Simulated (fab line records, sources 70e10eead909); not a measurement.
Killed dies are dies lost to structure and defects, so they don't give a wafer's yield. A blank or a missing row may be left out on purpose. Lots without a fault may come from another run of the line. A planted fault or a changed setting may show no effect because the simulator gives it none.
One fault seen from 3 desks | flow nand_harc | each desk has only its own numbers; what lay behind them comes last

THE METROLOGY DESK
What the gauges read, lot by lot, whatever tool the lot ran on: means of the sampled wafers that have a number. A lot is out of limits, marked OUT, if its mean lies more than 4 standard deviations from the usual mean; the brackets give that distance.
Columns: A = cd_nm at NHARC_A_CONTACT_CD_MEAS_15, usual 90.1 nm
lot  | first seen here | A
L591 | day 17 00:53    | 90.4
L593 | day 17 02:23    | 90.4
L594 | day 17 12:08    | 90.9
L596 | day 17 18:33    | 89.9
L597 | day 18 04:47    | 90.2
L598 | day 18 16:46    | 90.6
L607 | day 20 22:58    | 89.5
L610 | day 21 15:35    | 89.7
L611 | day 21 23:42    | 90.4
L614 | day 22 16:51    | 90.6
L612 | day 23 09:38    | 90.2
L613 | day 23 14:19    | 90.0
This desk's finding: nothing out of limits on any of the 12 lots.

THE TOOL OWNER'S DESK: cvd_w-02
The tool's own readings at NHARC_A_CONTACT_CVD_19 (deposits W, target thk 300 nm, time 802 s): means of the sampled wafers that have a number, for each lot that ran on this tool. A lot is out of limits, marked OUT, if its mean lies more than 4 standard deviations from the usual mean; the brackets give that distance.
Columns: A = heater_power_w at NHARC_A_CONTACT_CVD_19, usual 491 W; B = throttle_valve_pct at NHARC_A_CONTACT_CVD_19, usual 8.0 %
lot  | first seen here | A   | B
L591 | day 17 06:23    | 477 | 8.1
L593 | day 17 09:43    | 457 | 8.3
L596 | day 17 19:54    | 505 | 7.7
L597 | day 18 11:23    | 508 | 7.8
L607 | day 21 11:07    | 487 | 8.1
L614 | day 22 18:08    | 526 | 7.8
L613 | day 23 17:45    | 521 | 7.9
This desk's finding: nothing out of limits on any of the 7 lots.

THE DEFECT DESK
What the inspections along the route counted, lot by lot: means of the sampled wafers that have a number. A lot is out of limits, marked OUT, if its mean lies more than 4 standard deviations from the usual mean; the brackets give that distance.
Columns: A = raw_defect_count at NHARC_A_BLC_INSPECT_12, usual 31
lot  | first seen here | A
L591 | day 17 08:04    | 30
L593 | day 17 11:39    | 9
L594 | day 17 15:13    | 29
L596 | day 17 21:35    | 26
L597 | day 18 13:12    | 28
L598 | day 18 22:59    | 28
L607 | day 21 12:55    | 39
L610 | day 21 20:46    | 15
L611 | day 22 05:22    | 66
L614 | day 22 19:57    | 17
L612 | day 23 14:53    | 16
L613 | day 23 19:40    | 35
This desk's finding: nothing out of limits on any of the 12 lots.

PUT TOGETHER
The metrology desk saw nothing out of limits.
The tool owner's desk saw nothing out of limits.
The defect desk saw nothing out of limits.

WHAT THE SIMULATOR HAD PUT IN
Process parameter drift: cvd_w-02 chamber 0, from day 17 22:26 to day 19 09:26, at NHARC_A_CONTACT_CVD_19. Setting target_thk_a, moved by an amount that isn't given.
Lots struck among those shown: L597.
